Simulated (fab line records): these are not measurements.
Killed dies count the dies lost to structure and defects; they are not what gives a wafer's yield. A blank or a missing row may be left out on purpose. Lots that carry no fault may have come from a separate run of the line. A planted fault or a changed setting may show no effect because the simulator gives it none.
Split-lot trial	flow n5-finfet	39 wafers read across 7 lots, on a route 1938 steps long

THE SPLIT ITSELF
At N5_BEOL_M6_ILD_DEP_00 (deposits SiCOH lowk from DEMS/porogen, target thk 179.75 nm, time 33.4 s), the setting time-s was moved away from the recipe's 33.4 s on 18 of the 39 wafers read, by -51.5% to +37.3%. This setting was run at the recipe's value on the other wafers.

FROM SPLIT TO READING: 1 step shown by the file between the two
- N5_BEOL_M6_CURE_74: cures SiCOH lowk, time 240 s

THE READING
M6_ILD_THK (nm), taken at N5_BEOL_M6_THK_MEAS_01. On this fab line, fault-free wafers typically give 155.7 nm with a standard deviation of 2.2 nm.

wafer	tool, chamber at the split	time-s as run, s	against the recipe	M6_ILD_THK, nm	against lot-mates on the recipe
L076.1	pecvd-02, 1	19.47	-41.7%	93.4	-64.0
L076.2	pecvd-02, 2	19.47	-41.7%	91.1	-66.3
L076.3	pecvd-02, 0	33.4	recipe	155.3	-
L076.4	pecvd-02, 1	33.4	recipe	160.0	-
L076.5	pecvd-02, 0	19.47	-41.7%	91.7	-65.7
L076.6	pecvd-02, 2	33.4	recipe	156.9	-
L081.1	pecvd-02, 1	33.4	recipe	155.4	-
L081.2	pecvd-02, 0	45.19	+35.3%	207.3	+51.3
L081.3	pecvd-02, 2	33.4	recipe	155.7	-
L081.4	pecvd-02, 2	33.4	recipe	156.8	-
L081.5	pecvd-02, 1	45.19	+35.3%	212.6	+56.6
L081.6	pecvd-02, 0	45.19	+35.3%	209.2	+53.2
L082.3	pecvd-04, 1	33.4	recipe	155.6	-
L082.4	pecvd-04, 1	33.4	recipe	157.6	-
L082.5	pecvd-04, 0	33.4	recipe	161.3	-
L083.1	pecvd-04, 1	16.81	-49.7%	80.7	-77.0
L083.2	pecvd-04, 0	33.4	recipe	157.0	-
L083.3	pecvd-04, 2	33.4	recipe	158.5	-
L083.4	pecvd-04, 2	16.81	-49.7%	83.1	-74.6
L083.5	pecvd-04, 1	33.4	recipe	157.7	-
L083.6	pecvd-04, 0	16.81	-49.7%	83.9	-73.8
L084.1	pecvd-02, 0	17.18	-48.6%	77.6	-76.2
L084.2	pecvd-02, 1	33.4	recipe	153.1	-
L084.3	pecvd-02, 2	17.18	-48.6%	79.5	-74.3
L084.4	pecvd-02, 2	33.4	recipe	154.9	-
L084.5	pecvd-02, 1	17.18	-48.6%	81.9	-71.9
L084.6	pecvd-02, 0	33.4	recipe	153.3	-
L091.1	pecvd-04, 1	16.21	-51.5%	78.3	-78.3
L091.2	pecvd-04, 0	16.21	-51.5%	76.1	-80.5
L091.3	pecvd-04, 2	33.4	recipe	154.6	-
L091.4	pecvd-04, 2	33.4	recipe	158.9	-
L091.5	pecvd-04, 1	16.21	-51.5%	78.5	-78.1
L091.6	pecvd-04, 0	33.4	recipe	156.4	-
L090.1	pecvd-04, 0	33.4	recipe	153.6	-
L090.2	pecvd-04, 1	33.4	recipe	154.8	-
L090.3	pecvd-04, 2	45.87	+37.3%	212.6	+57.5
L090.4	pecvd-04, 1	45.87	+37.3%	214.5	+59.4
L090.5	pecvd-04, 0	33.4	recipe	156.8	-
L090.6	pecvd-04, 2	45.87	+37.3%	216.3	+61.2

FIT RESULTS
A straight line over all 39 wafers: M6_ILD_THK changes by +1.53 nm for each +1% of time-s; r = +1.00; the points scatter about the line by 2.1 nm.
The same after taking each lot's own level away (the mean of its wafers on the recipe; 39 wafers): +1.54 nm for each +1%; r = +1.00; scatter 1.7 nm.
The reading moves by 79 nm for the largest change in time-s, on that fit.
The lots' own levels span 153.77 to 158.17 nm, that is 2.0 times the standard deviation above.
Consequently the slope shifts little with the lot-to-lot level, the two slopes agreeing.
Check: for one of the wafers moved furthest among these (-51.5%), held out of the fit, the line's prediction against its lot-mates is -79.2 nm. Against them it came out at -78.3 nm.

OTHER SPLITS ON THESE WAFERS
Before the reading, these wafers also passed through other splits. Each is held against what the fit with the lots' levels taken away leaves over:
other split on the same wafers	wafers away from the commonest value	r with M6_ILD_THK (lot level and that fit taken away)
N5_BEOL_M3_ETCH_64 time-s	18	-0.07

THE WHOLE CHAIN: every reading that the file lists as answering this split, in the file's order
step	what it does	reading	change (the file's fit)	r (the file's)
N5_BEOL_M6_ILD_DEP_00	deposits SiCOH lowk from DEMS/porogen, target thk 179.75 nm, time 33.4 s	SiCOH_lowk_of_BEOL_M6_ILD_DEP_00.thk-nm (the simulator's own value, which no gauge read)	+1.77 nm for each +1% of the setting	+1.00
N5_BEOL_M6_CURE_74	cures SiCOH lowk, time 240 s	SiCOH_lowk_of_BEOL_M6_ILD_DEP_00.thk-nm (the simulator's own value, which no gauge read)	+1.54 nm for each +1% of the setting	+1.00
N5_BEOL_M6_THK_MEAS_01		M6_ILD_THK	+1.54 for each +1% of the setting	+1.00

THE FILE'S OWN FIT
M6_ILD_THK changes by +1.54 nm for each +1% of time-s, r = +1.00.
